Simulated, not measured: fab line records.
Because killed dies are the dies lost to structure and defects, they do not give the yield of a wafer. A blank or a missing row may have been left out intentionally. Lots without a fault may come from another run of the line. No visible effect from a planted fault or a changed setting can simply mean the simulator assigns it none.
Matching of chambers | flow nand-harc | rie-si-05 running NHARC_THIN_TSV_ETCH_15: 4 sister chambers
The step target depth 3000 nm, bosch target overetch cycles 2, bosch etch step 2.8 s. 16 wafers are shown with their chamber, then 8 later ones without.

== WAFERS WITH THEIR CHAMBER ==
wafer  | chamber | drypump-motor-current-A (A)
L612.1 | 3       | 6.4
L612.5 | 0       | 5.5
L612.6 | 1       | 5.8
L614.3 | 0       | 5.4
L614.5 | 2       | 5.7
L614.6 | 3       | 6.4
L618.2 | 2       | 5.7
L618.3 | 0       | 5.5
L618.4 | 1       | 5.8
L620.4 | 1       | 5.8
L620.5 | 3       | 6.4
L620.6 | 0       | 5.5
L619.3 | 0       | 5.4
L619.4 | 2       | 5.7
L619.6 | 3       | 6.4
L627.1 | 1       | 5.9

SIGNATURES (means of the wafers above)
reading                 | chamber 0 | chamber 1 | chamber 2 | chamber 3 | scatter within a chamber
drypump-motor-current-A | 5.460     | 5.825     | 5.700     | 6.400     | 0.0403
Rule: a wafer lies at a distance from a chamber equal to the root of the sum of squares, over the readings, of (its reading less the chamber's mean, divided by the reading's scatter). The wafer belongs to the nearest chamber; if the next one is less than 2 further off, it can't be placed. The scatter: the root of (the sum of the squares of (reading less its chamber's mean) over the shown wafers, divided by (wafers less chambers)).

== WAFERS WHOSE CHAMBER IS MISSING ==
wafer  | drypump-motor-current-A (A)
L627.4 | 5.4
L627.6 | 5.7
L633.1 | 6.4
L633.2 | 5.4
L633.4 | 5.9
L632.4 | 5.7
L632.5 | 5.5
L632.6 | 5.9

== EACH ONE'S CHAMBER ==
wafer  | from the rows above | in truth
L627.4 | 0                   | 0
L627.6 | 2                   | 2
L633.1 | 3                   | 3
L633.2 | 0                   | 0
L633.4 | 1                   | 1
L632.4 | 2                   | 2
L632.5 | 0                   | 0
L632.6 | 1                   | 1
Correctly placed: 8 of 8. Can't be placed from these rows: 0. Wrongly placed: 0.
